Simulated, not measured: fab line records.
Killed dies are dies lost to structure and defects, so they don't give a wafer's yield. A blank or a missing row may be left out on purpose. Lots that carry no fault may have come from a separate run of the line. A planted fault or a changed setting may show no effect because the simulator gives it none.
A struck lot beside a sound one | flow nandHarc | 14 steps out of a route of 1159
Sound: wafers L500.1, L500.3, L500.5. Struck: wafers L505.4, L505.5. (L505.6 of the same lot was not struck and is left out.) The cause comes at the end.
Per side, at each step with rows, come the tool, then ch with its chambers, and then its first start. Under that, the readings that differ: sound wafers | struck wafers | difference of the means | sigmas: that difference in standard deviations of wafers without a fault.
alike: readings with means less than 2 such deviations apart, plus words and numbers identical on both sides. not compared: withheld readings, readings lacking a value on some wafer, bounds such as >300 that could conceal the same value, and numbers that have no deviation in the record and whose values overlap.
A row with sigmas, a row that says differs or no value, or rows on one side alone: a step with any of these is where the two part. When numbers do not overlap yet have no deviation, they are printed without sigmas and do not part them. Lack of a reading on every wafer of one side parts them only where that side has two or more wafers.

NHARC_A_ZERO_WELL_INSPECT_17:
  sound: defectInspect-02 at day 7 13:48; struck: defectInspect-01 at day 7 21:21
  alike: rawDefectCount
then, 3 steps without rows for these wafers: NHARC_A_SOURCE_PLATE_PRECLEAN_00 (cleans in HF-LAST, time 60 s); NHARC_A_SOURCE_PLATE_SRD_01; NHARC_A_SOURCE_PLATE_OXIDE_02 (material SiO2, target thk 10 nm, ox time 1362 s).
NHARC_A_SOURCE_PLATE_THK_MEAS_09: measures by ellipsometry.
  sound: filmMetro-02 at day 7 18:42; struck: filmMetro-01 at day 8 06:20
  alike: thkNm
then, 3 steps without rows for these wafers: NHARC_A_SOURCE_PLATE_PVD_04 (deposits WSi2, target thk 50 nm); NHARC_A_SOURCE_PLATE_CVD_03 (deposits poly-Si, target thk 200 nm, time 4000 s); NHARC_A_SOURCE_PLATE_ANNEAL_05 (time 1800 s).
NHARC_A_SOURCE_PLATE_THK_MEAS_06: measures by ellipsometry.
  sound: filmMetro-01 at day 8 08:17; struck: filmMetro-02 at day 8 19:26
reading    | sound             | struck      | difference | sigmas
thkNm (nm) | 198.4 197.5 197.6 | 203.0 202.8 | +5.1       | +2
NHARC_A_SOURCE_PLATE_INSPECT_08:
  sound: defectInspect-01 at day 8 08:21; struck: defectInspect-02 at day 8 19:31
  alike: rawDefectCount
NHARC_A_ONON_D1_DEP_00: target thk 1000 nm.
  sound on pecvdOnon-02 ch 0, day 8 08:25; struck on pecvdOnon-02 ch 0, day 8 19:45
NHARC_A_ONON_D1_THK_MEAS_02: measures by ellipsometry.
  sound: filmMetro-02 at day 8 08:56; struck: filmMetro-01 at day 8 20:05
reading    | sound         | struck  | difference | sigmas
thkNm (nm) | 1000 999 1001 | 638 640 | -361       | -36
following that, 1 step holds no rows for these wafers, namely NHARC_A_ONON_D1_DEP_03 (target thickness 1000 nm).
-- jump in the record: it breaks off in module A_ONON_D1 and resumes in module END (first step shown: number 1159 of the route), and 12 days separate the struck wafers' starts before and after --
NHARC_END_SORT_01:
  the record has rows for the struck wafers here (prober-02 ch 0, day 20 10:06) and none for the sound ones

## WHERE THEY PART
First at NHARC_A_SOURCE_PLATE_THK_MEAS_06; last, within this record, at NHARC_END_SORT_01.

WHY: what the simulator had put in
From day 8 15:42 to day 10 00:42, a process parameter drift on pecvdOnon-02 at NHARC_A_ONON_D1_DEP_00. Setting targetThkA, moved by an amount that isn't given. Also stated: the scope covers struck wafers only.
